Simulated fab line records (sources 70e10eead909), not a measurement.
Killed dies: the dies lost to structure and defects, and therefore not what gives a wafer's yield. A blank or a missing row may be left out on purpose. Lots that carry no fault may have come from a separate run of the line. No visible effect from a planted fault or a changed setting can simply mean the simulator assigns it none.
Matching of chambers + flow nand_harc + rie_diel-04 running NHARC_A_STAIRCASE_TRIM_187: 4 sister chambers
The step chemistry O2, time 211.2 s. 18 wafers are shown with their chamber, then 9 later ones without.

== WAFERS PAIRED WITH THEIR CHAMBERS ==
| wafer  | chamber | drypump_motor_current_A (A) | showerhead_plenum_p_Torr (Torr) | throttle_valve_pct (%) |
|--------|---------|-----------------------------|---------------------------------|------------------------|
| L077.1 | 1       | 5.7                         | 3.53                            | 17.042                 |
| L077.2 | 2       | 5.3                         | 3.39                            | 17.026                 |
| L077.5 | 0       | 5.6                         | 3.45                            | 17.042                 |
| L083.2 | 0       | 5.5                         | 3.44                            | 17.039                 |
| L083.4 | 3       | 6.2                         | 3.32                            | 17.056                 |
| L083.5 | 0       | 5.5                         | 3.44                            | 17.044                 |
| L089.2 | 2       | 5.3                         | 3.37                            | 17.043                 |
| L089.5 | 0       | 5.5                         | 3.43                            | 17.036                 |
| L089.6 | 1       | 5.7                         | 3.51                            | 17.044                 |
| L087.1 | 1       | 5.7                         | 3.50                            | 17.039                 |
| L087.2 | 0       | 5.5                         | 3.43                            | 17.051                 |
| L087.3 | 2       | 5.3                         | 3.37                            | 17.024                 |
| L087.4 | 3       | 6.2                         | 3.31                            | 17.044                 |
| L087.5 | 1       | 5.7                         | 3.50                            | 17.045                 |
| L087.6 | 2       | 5.3                         | 3.37                            | 17.029                 |
| L090.1 | 2       | 5.3                         | 3.37                            | 17.030                 |
| L090.4 | 3       | 6.2                         | 3.31                            | 17.024                 |
| L090.5 | 1       | 5.7                         | 3.50                            | 17.046                 |

SIGNATURES (averages over the wafers above)
| reading                  | chamber 0 | chamber 1 | chamber 2 | chamber 3 | scatter within a chamber |
|--------------------------|-----------|-----------|-----------|-----------|--------------------------|
| drypump_motor_current_A  | 5.520     | 5.700     | 5.300     | 6.200     | 0.0239                   |
| showerhead_plenum_p_Torr | 3.4380    | 3.5080    | 3.3740    | 3.3133    | 0.00981                  |
| throttle_valve_pct       | 17.04240  | 17.04320  | 17.03040  | 17.04133  | 0.00804                  |
Rule: a wafer's distance from a chamber is the root of the sum, over the readings, of the square of ((its reading less the chamber's mean) divided by the reading's scatter). If the next closest chamber is less than 2 further off than the closest, the wafer can't be placed; otherwise it belongs to the closest. The scatter is the square root of a quotient: the sum, over the shown wafers, of each reading's squared deviation from its chamber's mean, divided by wafers minus chambers.

== WAFERS WITH NO CHAMBER GIVEN ==
| wafer  | drypump_motor_current_A (A) | showerhead_plenum_p_Torr (Torr) | throttle_valve_pct (%) |
|--------|-----------------------------|---------------------------------|------------------------|
| L092.3 | 5.7                         | 3.50                            | 17.045                 |
| L092.5 | 5.5                         | 3.42                            | 17.033                 |
| L092.6 | 5.7                         | 3.50                            | 17.039                 |
| L094.1 | 5.3                         | 3.36                            | 17.044                 |
| L094.2 | 5.5                         | 3.42                            | 17.038                 |
| L094.3 | 6.2                         | 3.31                            | 17.025                 |
| L097.1 | 5.3                         | 3.36                            | 17.040                 |
| L097.5 | 5.5                         | 3.42                            | 17.041                 |
| L097.6 | 5.7                         | 3.50                            | 17.028                 |

== WHICH CHAMBER EACH ONE RAN IN ==
| wafer  | from the rows above | in truth |
|--------|---------------------|----------|
| L092.3 | 1                   | 1        |
| L092.5 | 0                   | 0        |
| L092.6 | 1                   | 1        |
| L094.1 | 2                   | 2        |
| L094.2 | 0                   | 0        |
| L094.3 | 3                   | 3        |
| L097.1 | 2                   | 2        |
| L097.5 | 0                   | 0        |
| L097.6 | 1                   | 1        |
Correct placement for 9 of the 9. Can't be placed from these rows: 0. 0 placed wrongly.
